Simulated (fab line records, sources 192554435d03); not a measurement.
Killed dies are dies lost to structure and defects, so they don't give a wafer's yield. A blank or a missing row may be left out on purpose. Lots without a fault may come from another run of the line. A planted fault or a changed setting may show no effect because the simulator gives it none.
Chamber matching | flow n5_finfet | N5_BEOL_M4_ETCH_63 on rie_diel-06: 4 sister chambers
The step etches SiARC in CF4, target depth 15.6 nm, time 26 s. 18 wafers are shown with their chamber, then 9 later ones without.

WAFERS WITH THEIR CHAMBER
wafer  | chamber | showerhead_plenum_p_Torr (Torr) | drypump_motor_current_A (A) | throttle_valve_pct (%)
L074.2 | 1       | 2.16                            | 5.6                         | 15.6
L074.4 | 2       | 2.19                            | 5.6                         | 15.5
L074.6 | 1       | 2.16                            | 5.6                         | 15.6
L075.2 | 2       | 2.19                            | 5.6                         | 15.5
L075.4 | 2       | 2.19                            | 5.6                         | 15.5
L075.5 | 3       | 2.05                            | 5.0                         | 15.7
L079.1 | 1       | 2.15                            | 5.6                         | 15.6
L079.2 | 2       | 2.19                            | 5.6                         | 15.5
L079.3 | 0       | 2.19                            | 5.2                         | 15.0
L080.1 | 1       | 2.15                            | 5.5                         | 15.7
L080.2 | 3       | 2.04                            | 4.9                         | 15.7
L080.4 | 2       | 2.18                            | 5.6                         | 15.1
L082.3 | 3       | 2.04                            | 4.9                         | 15.7
L082.5 | 2       | 2.18                            | 5.7                         | 15.1
L082.6 | 1       | 2.15                            | 5.6                         | 15.7
L084.3 | 3       | 2.04                            | 4.9                         | 15.7
L084.5 | 0       | 2.18                            | 5.2                         | 15.1
L084.6 | 3       | 2.04                            | 5.0                         | 15.7

SIGNATURES (means of the wafers above)
reading                  | chamber 0 | chamber 1 | chamber 2 | chamber 3 | scatter within a chamber
showerhead_plenum_p_Torr | 2.1850    | 2.1540    | 2.1867    | 2.0420    | 0.00523
drypump_motor_current_A  | 5.200     | 5.580     | 5.617     | 4.940     | 0.045
throttle_valve_pct       | 15.050    | 15.640    | 15.367    | 15.700    | 0.128
Rule: a wafer's distance from a chamber is the root of the sum, over the readings, of the square of ((its reading less the chamber's mean) divided by the reading's scatter). The wafer belongs to the nearest chamber; if the next one is less than 2 further off, it can't be placed. The scatter: the root of (the sum of the squares of (reading less its chamber's mean) over the shown wafers, divided by (wafers less chambers)).

WAFERS WITHOUT THEIR CHAMBER
wafer  | showerhead_plenum_p_Torr (Torr) | drypump_motor_current_A (A) | throttle_valve_pct (%)
L086.2 | 2.04                            | 5.0                         | 15.7
L086.3 | 2.14                            | 5.5                         | 15.7
L086.5 | 2.18                            | 5.6                         | 15.1
L094.1 | 2.14                            | 5.6                         | 15.7
L094.2 | 2.03                            | 4.9                         | 15.8
L094.6 | 2.14                            | 5.6                         | 15.7
L095.2 | 2.17                            | 5.6                         | 15.1
L095.3 | 2.14                            | 5.6                         | 15.7
L095.6 | 2.17                            | 5.6                         | 15.1

WHICH CHAMBER EACH WENT THROUGH
wafer  | from the rows above     | in truth
L086.2 | 3                       | 3
L086.3 | 1                       | 1
L086.5 | 2                       | 2
L094.1 | 1                       | 1
L094.2 | 3                       | 3
L094.6 | 1                       | 1
L095.2 | can't be placed: 2 or 1 | 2
L095.3 | 1                       | 1
L095.6 | can't be placed: 2 or 1 | 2
Placed correctly: 7 of 9. Can't be placed from these rows: 2 (the true chamber is among the candidates in 2). Placed wrongly: 0.
